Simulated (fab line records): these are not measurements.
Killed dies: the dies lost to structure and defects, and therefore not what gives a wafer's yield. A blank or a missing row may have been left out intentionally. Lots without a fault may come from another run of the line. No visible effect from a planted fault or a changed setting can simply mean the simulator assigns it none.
Chamber matching ; flow nand_harc ; NHARC_A_WL_FILL_ALD_19 on ald_metal-02 has 4 sister chambers
The step deposits TiN, target thk 2 nm, pulse time 3 s, ald cycles 100. 4 wafers are shown with their chamber, then 8 later ones without.

== WAFERS PAIRED WITH THEIR CHAMBERS ==
wafer;chamber;heater_power_w (W)
L083.2;0;1060
L083.6;1;1280
L086.1;3;1125
L087.1;2;989

== WAFERS WHOSE CHAMBER IS MISSING ==
wafer;heater_power_w (W)
L087.4;1104
L087.6;1001
L090.1;1042
L090.3;1149
L090.6;1128
L096.1;992
L096.3;1167
L096.5;1052

== WHICH CHAMBER EACH WENT THROUGH ==
wafer;from the rows above;in truth
L087.4;can't be placed: 3 or 0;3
L087.6;2;2
L090.1;can't be placed: 0 or 2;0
L090.3;3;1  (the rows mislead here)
L090.6;3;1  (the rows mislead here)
L096.1;2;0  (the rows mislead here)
L096.3;3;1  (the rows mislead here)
L096.5;0;0
Correct placement for 2 of the 8. Can't be placed from these rows: 2 (the true chamber is among the candidates in 2). Number placed wrongly: 4.
How it was worked out, from the rows above alone: a wafer's distance from a chamber is the root of the sum, over the readings, of the square of ((its reading less the chamber's mean) divided by the reading's scatter). The wafer belongs to the nearest chamber; if the next one is less than 2 further off, it can't be placed. The mean given for a chamber averages the wafers shown for that chamber. The scatter: with one shown wafer a chamber, the root of the mean of the squares of how far each hidden wafer lies from its nearest shown one.
